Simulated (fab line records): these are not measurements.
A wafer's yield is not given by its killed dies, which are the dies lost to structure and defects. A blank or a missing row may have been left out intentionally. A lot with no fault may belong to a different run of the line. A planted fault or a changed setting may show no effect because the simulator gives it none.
Struck lot and sound lot, side by side	flow n5 finfet	14 steps out of a route of 1938
Sound: wafers L971.2, L971.3, L971.5. Struck: wafers L975.3, L975.4, L975.5. The cause is named last.
At each step with rows: each side's tool, then ch and its chambers, then its first start. Under that, the readings that differ: sound wafers	struck wafers	difference of the means	sigmas: that difference in standard deviations of wafers without a fault.
alike: readings whose means differ by less than 2 such deviations, and words and numbers that are the same on both sides. not compared: withheld readings, readings that some wafer has no value for, bounds like >300 that may hide the same value, and numbers for which the record gives no deviation and whose values overlap.
The two part at a step that has a row with sigmas, a row that says differs or no value, or rows on one side only. Numbers that have no deviation but don't overlap get no sigmas and don't part them. A reading that every wafer of one side lacks parts them only if that side has two wafers or more.

first, 1 step without rows for these wafers: N5_DUMMY_GATE_DESCUM_20 (chemistry O2, time 6.2 s).
N5_DUMMY_GATE_ETCH_29: etches underlayer in N2/H2, target depth 13 nm.
  sound on rie diel-04 ch 0,3, day 3 15:25; struck on rie diel-04 ch 0,2,3, day 4 18:13
  alike: drypump motor current A, oes product au, rf vpp V, showerhead plenum p Torr, throttle valve pct
  not compared: rf hours counter h
then, 4 steps without rows for these wafers: N5_DUMMY_GATE_ETCH_36 (etches SiARC in CF4, target depth 13 nm); N5_DUMMY_GATE_ETCH_37 (etches SOC in N2/H2, target depth 60 nm, overetch 30 nm); N5_DUMMY_GATE_STRIP_38 (strips in N2/H2); N5_DUMMY_GATE_STRIP_39 (strips in N2/H2).
N5_DUMMY_GATE_TRIM_49: chemistry O2, time 29 s, target cd 14 nm.
  sound on rie si-06 ch 0,1,2, day 3 15:35; struck on rie si-03 ch 1,3, day 4 18:23
  alike: drypump motor current A, oes product au, throttle valve pct
  not compared: rf hours counter h
N5_DUMMY_GATE_STRIP_40: strips in CF4.
  sound on rie diel-05 ch 0,1,2, day 3 15:41; struck on rie diel-03 ch 0,1,3, day 4 18:29
  alike: drypump motor current A, oes product au, rf vpp V, showerhead plenum p Torr, throttle valve pct
  not compared: rf hours counter h
N5_DUMMY_GATE_CD_MEAS_50 targets a cd of 14 nm.
  sound on cd sem-01 at day 3 15:44; struck on cd sem-03 at day 4 18:32
  alike: cd nm
N5_DUMMY_GATE_ETCH_31: etches SiO2 in C4F6/O2, target depth 82.5 nm, time 27.5 s.
  sound on rie diel-04 ch 1,2,3, day 3 15:47; struck on rie diel-04 ch 0,1, day 4 18:34
  alike: drypump motor current A, oes product au, rf vpp V, showerhead plenum p Torr, throttle valve pct
  not compared: rf hours counter h
N5_DUMMY_GATE_STRIP_41: strips in O2.
  sound on rie diel-04 ch 1,2,3, day 3 15:50; struck on rie diel-04 ch 0,1, day 4 18:37
  alike: drypump motor current A, oes product au, rf vpp V, showerhead plenum p Torr, throttle valve pct
  not compared: rf hours counter h
then, 1 step without rows for these wafers: N5_DUMMY_GATE_HM_OPEN_21 (chemistry CH3F/O2, target SiNx, target depth 120 nm, time 171.4 s).
N5_DUMMY_GATE_ETCH_32: etches SiO2 in CF4, target depth 3.5 nm, time 3.9 s.
  sound on rie si-02 ch 0,2,3, day 3 16:02; struck on rie si-02 ch 0,1,2, day 4 18:49
reading	sound	struck	difference	sigmas
oes product au (a.u.)	1.007 1.026 1.019	0.862 0.862 0.839	-0.163	-9
model.etch.depth nm (nm)	3.617 3.527 3.495	2.573 2.614 2.642	-0.937	
  alike: drypump motor current A, throttle valve pct
  not compared: rf hours counter h
then, 1 step without rows for these wafers: N5_DUMMY_GATE_ETCH_23 (etches poly-Si in HBr/Cl2/O2, target depth 41 nm, time 22.3 s).

WHERE THEY PART
Within this record, at N5_DUMMY_GATE_ETCH_32 only.

WHY: what had been put in by the simulator
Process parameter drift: rie si-02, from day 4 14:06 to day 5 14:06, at N5_DUMMY_GATE_ETCH_32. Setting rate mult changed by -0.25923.
